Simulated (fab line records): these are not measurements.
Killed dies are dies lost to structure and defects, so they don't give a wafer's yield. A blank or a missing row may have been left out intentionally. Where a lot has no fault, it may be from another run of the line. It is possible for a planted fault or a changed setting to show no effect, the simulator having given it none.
Split-lot experiment || flow n5-finfet || 7 lots, 21 wafers read, on a route of 1938 steps

## SPLIT DETAILS
At N5_BEOL_M6_COAT_60 (time 60 s, resist thk 35 nm), the setting spin-rpm was moved away from the recipe's 1500 rpm on 6 of the 21 wafers read, by -10.7% to +6.0%. For the rest of the wafers, this setting stayed at what the recipe calls for.

## FROM THE SPLIT TO THE READING: what the file shows between them, 8 steps
- N5_BEOL_M6_COAT_05: resist thk 90 nm (also split here: spin-rpm)
- N5_BEOL_M6_EBR_07
- N5_BEOL_M6_SOFTBAKE_06: time 60 s
- N5_BEOL_M6_EXPOSE_08: exposes mask M6
- N5_BEOL_M6_PEB_09: peb time 60 s
- N5_BEOL_M6_DEVELOP_10: develop time 30 s
- N5_BEOL_M6_DESCUM_16: chemistry O2, time 7.9 s
- N5_BEOL_M6_ETCH_61: etches SiARC in CF4, target depth 45.5 nm, time 75.8 s

## THE READING
SiARC_of_BEOL_M6_COAT_60.thk-nm (the simulator's own value, which no gauge read), in nm, at N5_BEOL_M6_ETCH_62 (etches SOC in N2/H2, target depth 110 nm, overetch 22 nm, time 165 s). The file gives no usual value for it. The 15 wafers here that ran the recipe average 28.3 nm, standard deviation 0.12 nm.

{"wafer": "L083.1", "tool, chamber at the split": "litho-track-04, 0", "spin-rpm as run, rpm": 1453, "against the recipe": "-3.1%", "SiARC_of_BEOL_M6_COAT_60.thk-nm, nm": 28.8, "against lot-mates on the recipe": "+0.6"}
{"wafer": "L083.3", "tool, chamber at the split": "litho-track-04, 0", "spin-rpm as run, rpm": 1453, "against the recipe": "-3.1%", "SiARC_of_BEOL_M6_COAT_60.thk-nm, nm": 28.8, "against lot-mates on the recipe": "+0.6"}
{"wafer": "L083.5", "tool, chamber at the split": "litho-track-04, 0", "spin-rpm as run, rpm": 1500, "against the recipe": "recipe", "SiARC_of_BEOL_M6_COAT_60.thk-nm, nm": 28.2, "against lot-mates on the recipe": "-"}
{"wafer": "L080.2", "tool, chamber at the split": "litho-track-01, 0", "spin-rpm as run, rpm": 1401, "against the recipe": "-6.6%", "SiARC_of_BEOL_M6_COAT_60.thk-nm, nm": 29.4, "against lot-mates on the recipe": "+1.1"}
{"wafer": "L080.4", "tool, chamber at the split": "litho-track-01, 0", "spin-rpm as run, rpm": 1500, "against the recipe": "recipe", "SiARC_of_BEOL_M6_COAT_60.thk-nm, nm": 28.4, "against lot-mates on the recipe": "-"}
{"wafer": "L080.5", "tool, chamber at the split": "litho-track-01, 0", "spin-rpm as run, rpm": 1500, "against the recipe": "recipe", "SiARC_of_BEOL_M6_COAT_60.thk-nm, nm": 28.2, "against lot-mates on the recipe": "-"}
{"wafer": "L079.1", "tool, chamber at the split": "litho-track-04, 0", "spin-rpm as run, rpm": 1500, "against the recipe": "recipe", "SiARC_of_BEOL_M6_COAT_60.thk-nm, nm": 28.2, "against lot-mates on the recipe": "-"}
{"wafer": "L079.3", "tool, chamber at the split": "litho-track-04, 0", "spin-rpm as run, rpm": 1500, "against the recipe": "recipe", "SiARC_of_BEOL_M6_COAT_60.thk-nm, nm": 28.6, "against lot-mates on the recipe": "-"}
{"wafer": "L079.4", "tool, chamber at the split": "litho-track-04, 0", "spin-rpm as run, rpm": 1590, "against the recipe": "+6.0%", "SiARC_of_BEOL_M6_COAT_60.thk-nm, nm": 27.4, "against lot-mates on the recipe": -1.0}
{"wafer": "L082.1", "tool, chamber at the split": "litho-track-01, 0", "spin-rpm as run, rpm": 1500, "against the recipe": "recipe", "SiARC_of_BEOL_M6_COAT_60.thk-nm, nm": 28.2, "against lot-mates on the recipe": "-"}
{"wafer": "L082.5", "tool, chamber at the split": "litho-track-01, 0", "spin-rpm as run, rpm": 1500, "against the recipe": "recipe", "SiARC_of_BEOL_M6_COAT_60.thk-nm, nm": 28.2, "against lot-mates on the recipe": "-"}
{"wafer": "L082.6", "tool, chamber at the split": "litho-track-01, 0", "spin-rpm as run, rpm": 1500, "against the recipe": "recipe", "SiARC_of_BEOL_M6_COAT_60.thk-nm, nm": 28.2, "against lot-mates on the recipe": "-"}
{"wafer": "L092.2", "tool, chamber at the split": "litho-track-04, 0", "spin-rpm as run, rpm": 1500, "against the recipe": "recipe", "SiARC_of_BEOL_M6_COAT_60.thk-nm, nm": 28.4, "against lot-mates on the recipe": "-"}
{"wafer": "L092.4", "tool, chamber at the split": "litho-track-04, 0", "spin-rpm as run, rpm": 1500, "against the recipe": "recipe", "SiARC_of_BEOL_M6_COAT_60.thk-nm, nm": 28.4, "against lot-mates on the recipe": "-"}
{"wafer": "L092.5", "tool, chamber at the split": "litho-track-04, 0", "spin-rpm as run, rpm": 1500, "against the recipe": "recipe", "SiARC_of_BEOL_M6_COAT_60.thk-nm, nm": 28.2, "against lot-mates on the recipe": "-"}
{"wafer": "L094.3", "tool, chamber at the split": "litho-track-01, 0", "spin-rpm as run, rpm": 1500, "against the recipe": "recipe", "SiARC_of_BEOL_M6_COAT_60.thk-nm, nm": 28.4, "against lot-mates on the recipe": "-"}
{"wafer": "L094.4", "tool, chamber at the split": "litho-track-01, 0", "spin-rpm as run, rpm": 1340, "against the recipe": "-10.7%", "SiARC_of_BEOL_M6_COAT_60.thk-nm, nm": 30.2, "against lot-mates on the recipe": "+1.8"}
{"wafer": "L094.6", "tool, chamber at the split": "litho-track-01, 0", "spin-rpm as run, rpm": 1340, "against the recipe": "-10.7%", "SiARC_of_BEOL_M6_COAT_60.thk-nm, nm": 30.4, "against lot-mates on the recipe": "+2.0"}
{"wafer": "L096.1", "tool, chamber at the split": "litho-track-01, 0", "spin-rpm as run, rpm": 1500, "against the recipe": "recipe", "SiARC_of_BEOL_M6_COAT_60.thk-nm, nm": 28.4, "against lot-mates on the recipe": "-"}
{"wafer": "L096.4", "tool, chamber at the split": "litho-track-01, 0", "spin-rpm as run, rpm": 1500, "against the recipe": "recipe", "SiARC_of_BEOL_M6_COAT_60.thk-nm, nm": 28.4, "against lot-mates on the recipe": "-"}
{"wafer": "L096.6", "tool, chamber at the split": "litho-track-01, 0", "spin-rpm as run, rpm": 1500, "against the recipe": "recipe", "SiARC_of_BEOL_M6_COAT_60.thk-nm, nm": 28.4, "against lot-mates on the recipe": "-"}

FIT RESULTS
A straight line over all 21 wafers: SiARC_of_BEOL_M6_COAT_60.thk-nm changes by -0.177 nm for each +1% of spin-rpm; r = -0.98; the points scatter about the line by 0.13 nm.
The same after taking each lot's own level away (the mean of its wafers on the recipe; 21 wafers): -0.176 nm for each +1%; r = -0.99; scatter 0.091 nm.
On that fit, the largest move of spin-rpm shifts the reading by 1.9 nm.
The lots' own levels span 28.20 to 28.40 nm, that is 1.6 times the standard deviation above.
Consequently the slope shifts little with the lot-to-lot level, the two slopes agreeing.
Check: with one of the wafers moved furthest among these (-10.7%) left out of the fit, the line predicts +1.92 nm for it against its lot-mates. It came out at +1.8 nm against them.

## OTHER SPLITS APPLIED TO THESE WAFERS
Note: prior to the reading, these wafers also went through further splits. Each is held against what the fit with the lots' levels taken away leaves over:
{"other split on the same wafers": "N5_BEOL_M5_EXPOSE_25 dose-mj", "wafers away from the commonest value": 11, "r with SiARC_of_BEOL_M6_COAT_60.thk-nm (lot level and that fit taken away)": -0.06}
{"other split on the same wafers": "N5_BEOL_M5_VIA_ETCH_34 bias-w", "wafers away from the commonest value": 7, "r with SiARC_of_BEOL_M6_COAT_60.thk-nm (lot level and that fit taken away)": "+0.04"}
{"other split on the same wafers": "N5_BEOL_M6_COAT_05 spin-rpm", "wafers away from the commonest value": 8, "r with SiARC_of_BEOL_M6_COAT_60.thk-nm (lot level and that fit taken away)": "+0.14"}

## THE WHOLE CHAIN: every reading that the file lists as answering this split, in the file's order
{"step": "N5_BEOL_M6_COAT_60", "what it does": "time 60 s, resist thk 35 nm", "reading": "SiARC_of_BEOL_M6_COAT_60.thk-nm (the simulator's own value, which no gauge read)", "change (the file's fit)": "-0.176 nm for each +1% of the setting", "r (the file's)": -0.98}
{"step": "N5_BEOL_M6_ETCH_61", "what it does": "etches SiARC in CF4, target depth 45.5 nm, time 75.8 s", "reading": "etch.depth-nm (the simulator's own value, which no gauge read)", "change (the file's fit)": "-0.179 nm for each +1% of the setting", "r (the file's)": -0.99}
{"step": "N5_BEOL_M6_ETCH_62", "what it does": "etches SOC in N2/H2, target depth 110 nm, overetch 22 nm, time 165 s", "reading": "SiARC_of_BEOL_M6_COAT_60.thk-nm (the simulator's own value, which no gauge read)", "change (the file's fit)": "-0.174 nm for each +1% of the setting", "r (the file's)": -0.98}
{"step": "N5_BEOL_M6_ETCH_61", "what it does": "etches SiARC in CF4, target depth 45.5 nm, time 75.8 s", "reading": "CAR-ArF_of_BEOL_M6_COAT_05.thk-nm (the simulator's own value, which no gauge read)", "change (the file's fit)": "+0.167 nm for each +1% of the setting, in a fit together with spin-rpm@BEOL_M6_COAT_05", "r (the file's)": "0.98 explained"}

## THE FILE'S OWN FIT
SiARC_of_BEOL_M6_COAT_60.thk-nm changes by -0.174 nm for each +1% of spin-rpm, r = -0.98.
